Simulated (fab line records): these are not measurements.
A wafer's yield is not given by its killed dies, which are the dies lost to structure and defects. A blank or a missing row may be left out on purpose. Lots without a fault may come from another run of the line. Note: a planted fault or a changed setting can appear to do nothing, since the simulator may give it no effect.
Lot-split experiment -- flow n5_finfet -- 21 wafers read across 7 lots, on a route 1938 steps long

## SPLIT DETAILS
At N5_SD_EPI_P_EPI_21 (deposits SiGe:B, time 355 s), the setting time_s was moved away from the recipe's 355 s on 6 of the 21 wafers read, by -18.0% to +9.9%. For the rest of the wafers, this setting stayed at what the recipe calls for.

## FROM THE SPLIT TO THE READING: what the file shows between them, 6 steps
- N5_SD_EPI_P_EPI_MEAS_23
- N5_SD_EPI_P_HM_STRIP_48: strips SiNx in H3PO4, material SiNx, target depth 3 nm
- N5_SD_EPI_P_SRD_49: time 30 s
- N5_SD_EPI_P_PRECLEAN_24: cleans in O3/DIW, time 45 s
- N5_SD_ACTIVATION_RTA_00: time 0 s
- N5_SD_ACTIVATION_LSA_01: time 0.0008 s

## THE READING
RS_SD_P, in ohm/sq, at N5_SD_ACTIVATION_RS_MEAS_03 (measures by four-point-probe). Fault-free wafers of this fab line usually give 56.2 ohm/sq, standard deviation 0.95 ohm/sq.

wafer,"tool, chamber at the split","time_s as run, s",against the recipe,"RS_SD_P, ohm/sq",against lot-mates on the recipe
L074.1,"epi_rpcvd-04, 0",390.1,+9.9%,52.8,-4.1
L074.2,"epi_rpcvd-04, 0",390.1,+9.9%,52.8,-4.1
L074.6,"epi_rpcvd-04, 0",355,recipe,56.9,-
L076.1,"epi_rpcvd-03, 0",355,recipe,56.3,-
L076.2,"epi_rpcvd-03, 0",355,recipe,56.5,-
L076.3,"epi_rpcvd-03, 0",355,recipe,56.4,-
L082.1,"epi_rpcvd-03, 0",355,recipe,57.4,-
L082.4,"epi_rpcvd-03, 0",355,recipe,57.3,-
L082.6,"epi_rpcvd-03, 0",355,recipe,58.2,-
L087.4,"epi_rpcvd-02, 0",291.1,-18.0%,62.4,+8.0
L087.5,"epi_rpcvd-02, 0",291.1,-18.0%,62.7,+8.3
L087.6,"epi_rpcvd-02, 0",355,recipe,54.4,-
L089.1,"epi_rpcvd-02, 0",355,recipe,56.6,-
L089.2,"epi_rpcvd-02, 0",333.8,-6.0%,59.0,+2.4
L089.4,"epi_rpcvd-02, 0",333.8,-6.0%,59.3,+2.7
L094.1,"epi_rpcvd-02, 0",355,recipe,55.4,-
L094.3,"epi_rpcvd-02, 0",355,recipe,55.6,-
L094.5,"epi_rpcvd-02, 0",355,recipe,55.8,-
L095.2,"epi_rpcvd-04, 0",355,recipe,55.7,-
L095.4,"epi_rpcvd-04, 0",355,recipe,54.8,-
L095.6,"epi_rpcvd-04, 0",355,recipe,55.1,-

THE FIT
A straight line over all 21 wafers: RS_SD_P changes by -0.36 ohm/sq for each +1% of time_s; r = -0.93; the points scatter about the line by 0.94 ohm/sq.
The same after taking each lot's own level away (the mean of its wafers on the recipe; 21 wafers): -0.442 ohm/sq for each +1%; r = -1.00; scatter 0.26 ohm/sq.
On that fit, the largest move of time_s shifts the reading by 7.9 ohm/sq.
Measured against the standard deviation above, the lots' own levels, which go from 54.40 to 57.63 ohm/sq, span 3.4 times it.
So the lot-to-lot level changes the slope: the two fits differ.
Check: for one of the wafers moved furthest among these (-18.0%), held out of the fit, the line's prediction against its lot-mates is +7.97 ohm/sq. Against them it came out at +8 ohm/sq.

## THE WHOLE CHAIN: every reading that the file lists as answering this split, in the file's order
step,what it does,reading,change (the file's fit),r (the file's)
N5_SD_EPI_P_EPI_21,"deposits SiGe:B, time 355 s","SiGe-B_of_SD_EPI_P_EPI_21.thk_nm (the simulator's own value, which no gauge read)",+0.438 nm for each +1% of the setting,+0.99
N5_SD_EPI_P_EPI_MEAS_23,,thk_nm,withheld for each +1% of the setting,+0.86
N5_SD_EPI_P_HM_STRIP_48,"strips SiNx in H3PO4, material SiNx, target depth 3 nm","SiGe-B_of_SD_EPI_P_EPI_21.thk_nm (the simulator's own value, which no gauge read)",+0.431 nm for each +1% of the setting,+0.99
N5_SD_ACTIVATION_RS_MEAS_03,measures by four-point-probe,RS_SD_P,-0.44 for each +1% of the setting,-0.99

## THE FILE'S OWN FIT
RS_SD_P changes by -0.44 ohm/sq for each +1% of time_s, r = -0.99.
